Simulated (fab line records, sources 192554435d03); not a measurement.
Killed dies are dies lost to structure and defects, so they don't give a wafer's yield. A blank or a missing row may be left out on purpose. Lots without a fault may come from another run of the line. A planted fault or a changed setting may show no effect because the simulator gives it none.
fab line records | flow n5_finfet
record lots=5 wafers=14 last_day=17
route steps=1938 shown BEOL_M3@959 BEOL_M4@1111 PASSIVATION@1936
lots that met no fault: from a run of the same line without faults
start_h: hours from the record's first day to the start of the lot's first wafer shown | wait_h: hours since the lot's step before | " the same as in the row above | L1.1+2: a row that stands for several wafers | - no value, or no start given | * or withheld: withheld | < > ~ a bound
route shown NAME@n: a module of which the file shows steps, and the number in the route of the first | usual: mean/standard deviation of fault-free wafers | same: alike in all rows | chamber/n: place in a boat | sites: the reading at each site | _std_site: their standard deviation | _edge_site: outer sites' mean less inner sites' | radius_mm: how far each site lies from the wafer's centre | mask NAME#n: copy n | behind: the tool/chamber that last shaped the wafer | hold: why the lot was held/for how many hours/how that ended | device: the transistor (n, p or np) that didn't switch | end of line: the same wafers' tests at the end of the route | a step without rows: its recipe alone | killed: dies lost to structure and defects at the first sort, not the wafer's yield | map: a wafer's dies, x killed, . not, _ none there
set.NAME: the setting as run; set.NAME@STEP: as run at that earlier step | model.NAME: the simulator's own value behind a step, which no gauge read
lots at some steps of the route; a table a step, a row a wafer
services: from which hour (start_h, from the record's first day; less than 0 if before it) a tool's chamber was out of use, for how many hours, and why
## steps
# step N5_BEOL_M3_COAT_76
# recipe resist=underlayer temp_c=205 time_s=60 spin_rpm=1500 resist_thk_nm=5
# step N5_BEOL_M3_COAT_22
# recipe resist=CAR-EUV spin_rpm=1500 resist_thk_nm=30
# step N5_BEOL_M3_EBR_24
# recipe solvent=PGMEA ebr_width_mm=1.5
# step N5_BEOL_M3_SOFTBAKE_23
# recipe temp_c=110 time_s=60 resist=CAR-EUV
# step N5_BEOL_M3_EXPOSE_25
# recipe mask_id=V2 na=0.33 source_shape=quasar sigma_inner=0.2 sigma_outer=0.8 polarization=unpolarized defocus_nm=5 dose_mj=63
# step N5_BEOL_M3_PEB_26
# recipe peb_temp_c=100 peb_time_s=60 resist=CAR-EUV
# step N5_BEOL_M3_DEVELOP_27
# recipe develop_time_s=30 developer=TMAH resist=CAR-EUV rinse_liquid=surfactant_rinse dry=air_spin dev_temp_c=23
# step N5_BEOL_M3_CD_MEAS_28
# recipe target_cd_nm=25.7 landing_energy_ev=500 detector=se_inlens target_cd_y_nm=23.3 polarity=opening
# usual cd_nm=25.7/0.33
# columns lot.wafer tool chamber start_h wait_h cd_nm
L782.1 cd_sem-03 0 167.33 - 26.0
L782.4 " 0 " " 25.8
L782.5 " 0 " " 25.9
L786.1 cd_sem-03 0 180.48 - 26.2
L786.4 " 0 " " 26.1
L786.5 " 0 " " 25.9
L790.4 cd_sem-03 0 217.68 - 25.5
L790.6 " 0 " " 25.5
L797.4 cd_sem-01 0 262.02 - 25.4
L797.5 " 0 " " 25.4
L797.6 " 0 " " 25.4
L801.1 cd_sem-02 0 282.01 - 25.4
L801.3 " 0 " " 25.7
L801.6 " 0 " " 25.6
# step N5_BEOL_M3_OVL_MEAS_29
# recipe points_per_wafer=522
# usual V2_OVL=0.4/0.99
# columns lot.wafer tool chamber start_h wait_h V2_OVL[nm]
L782.1 overlay-01 0 167.37 0.0 1.9
L782.4 " 0 " " 1.1
L782.5 " 0 " " 0.6
L786.1 overlay-02 0 180.51 0.0 1.4
L786.4 " 0 " " 1.8
L786.5 " 0 " " 2.4
L790.4 overlay-01 0 217.72 0.0 0.5
L790.6 " 0 " " 0.9
L797.4 overlay-02 0 262.06 0.0 -0.6
L797.5 " 0 " " -0.3
L797.6 " 0 " " -0.3
L801.1 overlay-02 0 282.04 0.0 0.8
L801.3 " 0 " " 1.4
L801.6 " 0 " " 1.0
# step N5_BEOL_M3_INSPECT_30
# recipe mode=adi inspect_instrument=brightfield
# usual raw_defect_count=456/95
# columns lot.wafer tool chamber start_h wait_h raw_defect_count
L782.1 defect_inspect-02 - 167.42 0.1 501
L782.4 " - " " 359
L782.5 " - " " 468
L786.1 defect_inspect-01 - 180.57 0.1 371
L786.4 " - " " 474
L786.5 " - " " 440
L790.4 defect_inspect-01 - 217.77 0.0 341
L790.6 " - " " 359
L797.4 defect_inspect-01 - 262.10 0.0 360
L797.5 " - " " 501
L797.6 " - " " 548
L801.1 defect_inspect-01 - 282.10 0.1 597
L801.3 " - " " 733
L801.6 " - " " 524
# step N5_BEOL_M3_DESCUM_33
# recipe chemistry=O2 time_s=7 source_power_w=50 bias_power_w=20 pressure_mtorr=20 rf_frequency_hz=2.712e+07 temp_c=40 resist=CAR-EUV o2_flow_sccm=225
# usual drypump_motor_current_A=5.8/0.51 o2_flow_sccm=225.0/0.74 oes_product_au=0.81/0.086 rf_vpp_V=242.7/1.3 showerhead_plenum_p_Torr=2.05/0.052 throttle_valve_pct=20.29/0.28
# columns lot.wafer tool chamber start_h wait_h drypump_motor_current_A o2_flow_sccm oes_product_au rf_hours_counter_h rf_vpp_V showerhead_plenum_p_Torr throttle_valve_pct
L782.1 rie_diel-05 1 167.46 0.0 5.5 224.8 0.82 50 244.6 2.11 19.98
L782.4 " 2 " " 5.7 224.0 0.87 - 243.8 2.11 19.90
L782.5 " 0 " " 6.4 226.3 0.79 - 242.8 2.03 20.53
L786.1 rie_diel-01 2 180.60 0.0 5.6 225.2 0.89 38 242.1 2.05 20.26
L786.4 " 0 " " 6.0 224.3 0.73 156 244.0 2.11 20.68
L786.5 " 2 " " 5.6 226.0 0.88 - 242.3 2.05 20.27
L790.4 rie_diel-01 0 217.80 0.0 6.0 224.2 0.72 166 243.3 2.10 20.70
L790.6 " 3 " " 6.3 223.1 0.74 - 242.1 1.98 20.14
L797.4 rie_diel-03 0 262.14 0.0 6.6 225.9 0.95 8 243.7 2.04 20.10
L797.5 " 2 " " 5.2 224.4 0.71 - 242.6 2.07 20.67
L797.6 " 1 " " 4.7 224.8 0.88 - 241.8 2.03 20.46
L801.1 rie_diel-03 2 282.13 0.0 5.2 223.5 0.71 232 243.4 2.07 20.68
L801.3 " 0 " " 6.5 225.3 0.93 14 240.8 2.04 20.11
L801.6 " 1 " " 4.7 225.3 0.88 - 241.3 2.03 20.46
# step N5_BEOL_M3_ETCH_77
# recipe chemistry=N2/H2 target=underlayer target_depth_a=65 mask_material=CAR-EUV time_s=5.2 ion_energy_ev=200 pressure_mtorr=30 source_w=840 bias_w=150 n2_flow_sccm=200 h2_flow_sccm=200 ends=cleared
# usual drypump_motor_current_A=5.8/0.51 etch_rf_on_time_s=5.16/0.2 oes_product_au=0.69/0.074 rf_vpp_V=522.9/2 showerhead_plenum_p_Torr=2.51/0.062 throttle_valve_pct=17.79/0.23
# columns lot.wafer tool chamber start_h wait_h drypump_motor_current_A etch_rf_on_time_s oes_product_au rf_hours_counter_h rf_vpp_V showerhead_plenum_p_Torr throttle_valve_pct
L782.1 rie_diel-05 1 170.69 3.2 5.4 5.49 0.69 50 526.0 2.57 17.43
L782.4 " 2 " " 5.7 5.18 0.75 - 526.5 2.58 17.49
L782.5 " 0 " " 6.4 5.11 0.67 - 520.6 2.48 18.11
L786.1 rie_diel-01 2 180.63 0.0 5.6 5.10 0.74 38 521.1 2.47 17.58
L786.4 " 0 " " 6.0 5.33 0.63 156 520.7 2.53 17.87
L786.5 " 2 " " 5.6 5.09 0.75 - 521.9 2.47 17.61
L790.4 rie_diel-01 0 217.83 0.0 6.0 5.29 0.62 166 521.0 2.52 17.88
L790.6 " 3 " " 6.3 5.44 0.63 - 521.7 2.45 17.80
L797.4 rie_diel-03 0 262.17 0.0 6.5 5.14 0.81 8 521.6 2.48 17.44
L797.5 " 2 " " 5.2 4.95 0.62 - 523.7 2.50 18.12
L797.6 " 1 " " 4.7 5.07 0.74 - 523.4 2.49 18.06
L801.1 rie_diel-03 2 282.16 0.0 5.2 5.08 0.62 232 520.6 2.50 18.17
L801.3 " 0 " " 6.6 5.15 0.79 14 523.4 2.48 17.49
L801.6 " 1 " " 4.7 5.10 0.73 - 519.3 2.49 18.05
# step N5_BEOL_M3_ETCH_69
# recipe chemistry=CF4 target=SiARC target_depth_a=156 mask_material=CAR-EUV time_s=26 ion_energy_ev=80 pressure_mtorr=40 source_w=545 bias_w=36 Ar_flow_sccm=100 cf4_flow_sccm=100 ends=cleared
# usual drypump_motor_current_A=5.8/0.51 etch_rf_on_time_s=25.8/0.97 oes_product_au=0.69/0.074 rf_vpp_V=183.7/0.99 showerhead_plenum_p_Torr=2.11/0.047 throttle_valve_pct=15.52/0.25
# columns lot.wafer tool chamber start_h wait_h drypump_motor_current_A etch_rf_on_time_s oes_product_au rf_hours_counter_h rf_vpp_V showerhead_plenum_p_Torr throttle_valve_pct
L782.1 rie_diel-05 1 170.70 0.0 5.4 27.4 0.69 50 183.9 2.18 15.31
L782.4 " 2 " " 5.7 26.4 0.75 - 185.1 2.15 15.04
L782.5 " 0 " " 6.4 25.3 0.68 - 182.6 2.08 15.66
L786.1 rie_diel-01 2 180.65 0.0 5.6 25.5 0.75 38 184.1 2.09 15.37
L786.4 " 0 " " 6.0 26.8 0.63 156 183.5 2.14 15.70
L786.5 " 2 " " 5.6 25.8 0.75 - 185.2 2.09 15.36
L790.4 rie_diel-01 0 217.85 0.0 6.0 16.2 0.85 166 182.5 2.13 15.73
L790.6 " 3 " " 6.3 16.3 0.86 - 181.5 2.07 15.59
L797.4 rie_diel-03 0 262.19 0.0 6.6 25.7 0.81 8 185.2 2.14 15.48
L797.5 " 2 " " 5.2 25.4 0.61 - 184.9 2.12 15.85
L797.6 " 1 " " 4.7 25.5 0.73 - 184.1 2.10 15.78
L801.1 rie_diel-03 2 282.18 0.0 5.2 25.2 0.61 232 183.7 2.12 15.85
L801.3 " 0 " " 6.5 25.6 0.79 14 183.6 2.13 15.49
L801.6 " 1 " " 4.7 25.4 0.73 - 183.4 2.10 15.76
# step N5_BEOL_M3_ALD_98
# recipe material=SiO2 target_thk_a=25 temp_c=100 ald_precursor_family=BDEAS ald_co_reactant=O2-plasma pulse_time_s=1 co_reactant_pulse_time_s=1 purge_time_s=2 co_reactant_purge_time_s=2 ald_cycles=17 pressure_torr=2
# usual chamber_pressure_Torr=2.000/0.0041 heater_power_w=81/6.9 precursor_pulse_height_rel=0.998/0.02
# same co_reactant_pulse_time_s=1 pulse_time_s=1 purge_time_s=2
# columns lot.wafer tool chamber start_h wait_h chamber_pressure_Torr heater_power_w precursor_pulse_height_rel since_wet_clean_h
L782.1 ald_sin-03 2 170.78 0.1 2.000 92 1.015 71
L782.4 " 0 " " 1.995 72 0.981 71
L782.5 " 0 " " 1.995 73 0.975 -
L786.1 ald_sin-01 3 181.24 0.6 2.005 79 0.973 278
L786.4 " 2 " " 2.002 78 0.999 278
L786.5 " 2 " " 2.000 81 0.996 -
L790.4 ald_sin-01 0 217.93 0.1 1.998 80 1.003 314
L790.6 " 2 " " 2.004 80 1.007 -
L797.4 ald_sin-01 3 262.27 0.1 1.997 78 1.005 359
L797.5 " 3 " " 2.001 78 0.988 -
L797.6 " 2 " " 1.998 81 0.977 -
L801.1 ald_sin-01 0 282.28 0.1 1.997 84 1.020 0
L801.3 " 3 " " 1.995 78 1.000 0
L801.6 " 2 " " 1.996 74 1.000 -
# step N5_BEOL_M4_RC_MEAS_101
# usual DIBL_N=37.3/2.3 DIBL_P=37.4/2.9 IOFF_N=0.18/0.045 IOFF_P=0.25/0.054 ION_N=679/15 ION_P=468/9.7 SS_N=71.8/0.62 SS_P=73.6/0.76 VT_N=248/4.1 VT_P=-248/3.6
# columns lot.wafer tool chamber start_h wait_h DIBL_N[mV/V] DIBL_P[mV/V] IOFF_N[nA/um] IOFF_P[nA/um] ION_N[uA/um] ION_P[uA/um] SS_N[mV/dec] SS_P[mV/dec] VT_N[mV] VT_P[mV]
L782.1 prober-01 0 189.07 0.0 31.8 30.7 0.08 0.13 643 443 70.8 71.7 259 -255
L782.4 " 0 " " 36.7 38.2 0.16 0.24 678 472 72.2 72.8 252 -248
L782.5 " 0 " " 34.5 35.6 0.13 0.18 667 467 71.2 72.9 251 -248
L786.1 prober-01 0 199.31 0.0 38.0 38.6 0.21 0.28 696 469 71.7 73.4 243 -244
L786.4 " 0 " " 40.3 41.9 0.27 0.34 696 481 72.5 74.2 240 -243
L786.5 " 0 " " 38.4 39.6 0.22 0.30 705 480 72.1 73.7 241 -242
L790.4 prober-02 0 236.93 0.5 37.5 38.2 0.17 0.21 675 455 72.6 73.8 248 -253
L790.6 " 0 " " 38.1 38.6 0.18 0.22 669 454 72.2 74.0 250 -252
L797.4 prober-01 0 274.70 0.5 39.5 39.7 0.21 0.24 694 464 72.2 73.9 242 -250
L797.5 " 0 " " 37.1 37.3 0.16 0.20 675 461 72.1 73.2 250 -252
L797.6 " 0 " " 37.6 37.8 0.18 0.22 674 462 71.8 73.6 243 -249
L801.1 prober-01 0 300.52 0.0 35.7 35.9 0.15 0.20 665 462 71.9 72.8 253 -251
L801.3 " 0 " " 38.5 39.3 0.19 0.26 687 470 72.2 74.0 247 -245
L801.6 " 0 " " 37.6 38.3 0.18 0.24 690 468 72.0 74.0 247 -249
# step N5_PASSIVATION_PROBE_49
# usual defect_limited_yield=91.3/1.5 killed_at_M0_to_M3=35/8.7 killed_at_M4_up=14/5.5 killed_at_contacts=11/5.6 killed_at_front_end=39/13 killed_at_other=3.7/2.2 killed_dies=103/18 killed_open=69/14 killed_short=33/7.8 sort_bin_5_function=5.1/0.99 sort_bin_6_memory=3.3/0.67 sort_bin_8_speed=0.02/0.17 sort_n_pass=1077/18 sort_yield_pct=91.2/1.5
# same gross_dies=1180 killed_at_back_side=0 sort_bin_4_leakage[%]=0
# columns lot.wafer tool chamber start_h wait_h defect_limited_yield[%] killed_at_M0_to_M3 killed_at_M4_up killed_at_contacts killed_at_front_end killed_at_other killed_dies killed_open killed_short sort_bin_5_function[%] sort_bin_6_memory[%] sort_bin_8_speed[%] sort_n_pass sort_yield_pct[%]
L782.1 prober-01 - 281.86 0.0 90.5 36 13 8 49 6 112 67 42 5.5 3.8 2.03 1044 88.5
L782.4 prober-01 - 282.01 0.2 90.3 38 16 9 49 2 114 77 36 4.9 4.2 0 1066 90.3
L782.5 prober-01 - 282.06 0.2 90.8 39 11 7 45 6 108 63 44 5.2 3.6 0 1072 90.8
L786.1 prober-01 - 302.80 0.0 92.4 24 21 5 36 4 90 59 28 4.6 2.8 0 1090 92.4
L786.4 prober-01 - 302.95 0.2 93.4 18 11 16 31 2 78 55 23 3.9 2.4 0 1102 93.4
L786.5 prober-01 - 303.00 0.2 91.4 31 13 13 38 7 102 59 42 6.3 2.1 0 1078 91.4
L790.6 prober-02 - 350.67 0.3 92.5 37 7 26 14 4 88 67 21 4.5 2.6 0 1092 92.5
L797.4 prober-02 - 377.76 0.2 92.4 33 9 12 33 3 90 51 37 3.7 3.5 0 1090 92.4
L797.5 prober-02 - 377.81 0.2 92.6 32 9 9 32 5 87 52 32 3.6 3.4 0 1093 92.6
L797.6 prober-02 - 377.86 0.3 91.6 43 7 10 33 6 99 59 39 5.5 2.3 0 1081 91.6
L801.1 prober-02 - 415.37 0.0 93.1 26 19 5 28 4 82 60 21 4.3 2.5 0 1098 93.1
L801.3 prober-02 - 415.47 0.1 91.1 35 19 16 30 5 105 72 33 5.3 3.1 0 1075 91.1
L801.6 prober-02 - 415.62 0.3 90.9 25 21 18 36 7 107 76 29 5.1 3.5 0 1073 90.9
# killed by level:class
L782.1 BEOL_M0_SAQP:geometric_particle:short=14 BEOL_M0_SAQP:geometric_particle:open=11 STI_FIN_REVEAL:geometric_particle:open=10 FIN_SAQP:geometric_particle:open=8 GATE_CUT:geometric_particle:short=6 DUMMY_GATE:geometric_particle:open=5 MOL_CONTACT_COAG:geometric_particle:open=5 GATE_CUT:geometric_particle:open=4
L782.4 STI_FIN_REVEAL:geometric_particle:open=15 BEOL_M0_SAQP:geometric_particle:short=10 GATE_CUT:geometric_particle:short=8 BEOL_M0_SAQP:geometric_particle:open=8 BEOL_M3:geometric_particle:open=8 MOL_CONTACT_COAG:geometric_particle:open=7 FIN_SAQP:geometric_particle:open=6 BEOL_M4:geometric_particle:open=6
L782.5 FIN_SAQP:geometric_particle:open=14 FIN_SAQP:geometric_particle:short=10 BEOL_M0_SAQP:geometric_particle:short=9 GATE_CUT:geometric_particle:short=7 BEOL_M0_SAQP:geometric_particle:open=7 BEOL_M3:geometric_particle:open=7 MOL_CONTACT_COAG:geometric_particle:open=6 STI_FIN_REVEAL:geometric_particle:open=5
L786.1 BEOL_M4:geometric_particle:open=8 DUMMY_GATE:geometric_particle:open=7 GATE_CUT:geometric_particle:short=6 BEOL_M0_SAQP:geometric_particle:short=6 BEOL_M0_SAQP:geometric_particle:open=6 FIN_SAQP:geometric_particle:open=5 BEOL_M1:geometric_particle:open=5 GATE_CUT:geometric_particle:open=4
L786.4 MOL_CONTACT_COAG:geometric_particle:open=13 FIN_SAQP:geometric_particle:open=7 BEOL_M0_SAQP:geometric_particle:open=7 BEOL_M4:geometric_particle:open=6 FIN_SAQP:geometric_particle:short=5 BEOL_M3:geometric_particle:open=5 STI_FIN_REVEAL:geometric_particle:open=4 STARTING-WAFER:geometric_particle:short=3
L786.5 FIN_SAQP:geometric_particle:open=10 MOL_CONTACT_COAG:geometric_particle:open=9 FIN_SAQP:geometric_particle:short=6 BEOL_M2:geometric_particle:short=6 BEOL_M3:geometric_particle:open=6 BEOL_M2:geometric_particle:open=5 BEOL_M3:geometric_particle:short=5 BEOL_M4:geometric_particle:open=5
L790.6 MOL_CONTACT_COAG:geometric_particle:open=24 BEOL_M0_SAQP:geometric_particle:open=8 BEOL_M0:geometric_particle:open=8 BEOL_M2:geometric_particle:open=7 FIN_SAQP:geometric_particle:open=5 BEOL_M0_SAQP:geometric_particle:short=4 BEOL_M4:geometric_particle:open=4 BEOL_M2:geometric_particle:short=3
L797.4 FIN_SAQP:geometric_particle:short=10 MOL_CONTACT_COAG:geometric_particle:open=10 BEOL_M0_SAQP:geometric_particle:short=9 BEOL_M2:geometric_particle:open=8 DUMMY_GATE:geometric_particle:open=6 BEOL_M1:geometric_particle:open=5 FIN_SAQP:geometric_particle:open=4 BEOL_M0_SAQP:geometric_particle:open=4
L797.5 MOL_CONTACT_COAG:geometric_particle:open=8 BEOL_M0_SAQP:geometric_particle:short=8 STI_FIN_REVEAL:geometric_particle:open=7 FIN_SAQP:geometric_particle:open=6 BEOL_M2:geometric_particle:open=6 FIN_SAQP:geometric_particle:short=5 DUMMY_GATE:geometric_particle:open=5 BEOL_M0_SAQP:geometric_particle:open=5
L797.6 BEOL_M2:geometric_particle:open=14 BEOL_M0_SAQP:geometric_particle:open=11 FIN_SAQP:geometric_particle:short=10 MOL_CONTACT_COAG:geometric_particle:open=8 BEOL_M0_SAQP:geometric_particle:short=6 BEOL_M2:geometric_particle:short=4 FIN_SAQP:geometric_particle:open=3 DUMMY_GATE:geometric_particle:open=3
L801.1 BEOL_M4:geometric_particle:open=12 STI_FIN_REVEAL:geometric_particle:open=7 BEOL_M0_SAQP:geometric_particle:open=6 BEOL_M0_SAQP:geometric_particle:short=5 BEOL_M1:geometric_particle:open=5 FIN_SAQP:geometric_particle:open=4 DUMMY_GATE:geometric_particle:open=4 MOL_CONTACT_COAG:geometric_particle:open=3
L801.3 MOL_CONTACT_COAG:geometric_particle:open=13 BEOL_M3:geometric_particle:open=8 GATE_CUT:geometric_particle:short=8 BEOL_M0_SAQP:geometric_particle:open=8 BEOL_M4:geometric_particle:open=8 BEOL_M0_SAQP:geometric_particle:short=7 STI_FIN_REVEAL:geometric_particle:open=6 BEOL_M1:geometric_particle:open=5
L801.6 STI_FIN_REVEAL:geometric_particle:open=19 BEOL_M4:geometric_particle:open=11 MOL_CONTACT_COAG:geometric_particle:open=11 DUMMY_GATE:geometric_particle:open=7 MOL_CONTACT_COAG:geometric_particle:short=7 BEOL_M3:geometric_particle:open=7 BEOL_M5:geometric_particle:open=5 BEOL_M0_SAQP:geometric_particle:short=5
## services
# columns tool chamber start_h hours kind
rie_diel-05 3 157.68 15.8 repair
rie_diel-03 0 214.92 - clean
rie_diel-03 0 214.92 - consumable_replace:focus_ring
rie_diel-03 0 214.92 18.6 scheduled_down
rie_diel-03 0 214.92 18.6 vent_cycle
rie_diel-05 3 215.50 3.4 repair
rie_diel-05 1 223.62 5.1 repair
ald_sin-03 1 227.87 2.8 repair
ald_sin-01 3 233.49 12.2 repair
ald_sin-01 2 234.21 7.9 repair
rie_diel-01 1 235.70 - clean
rie_diel-01 1 235.70 - consumable_replace:focus_ring
rie_diel-01 1 235.70 - consumable_replace:showerhead
rie_diel-01 1 235.70 14.6 scheduled_down
rie_diel-01 1 235.70 14.6 vent_cycle
ald_sin-03 2 239.43 4.2 repair
rie_diel-01 3 248.54 4.6 repair
ald_sin-01 3 263.82 2.5 repair
ald_sin-01 - 268.28 14.0 pm
ald_sin-01 0 268.28 14.0 vent_cycle
ald_sin-01 1 268.28 14.0 vent_cycle
ald_sin-01 2 268.28 14.0 vent_cycle
rie_diel-03 - 271.79 0.6 repair
ald_sin-03 - 278.07 0.8 repair
## key
first_sign step=N5_BEOL_M3_ETCH_69 reading=etch_rf_on_time_s direction=down sigmas=9.8 usual=* struck=*
effect none on later readings
met_at N5_BEOL_M3_ETCH_69
struck_wafers L790.4,L790.6
onset_between 180.65 217.85
fault kind=process_parameter_drift tool=rie_diel-01 chamber=- onset_h=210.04 steps=N5_BEOL_M3_ETCH_69 channel=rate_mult offset=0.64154 shape=step end_h=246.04 scope=struck_wafers_only
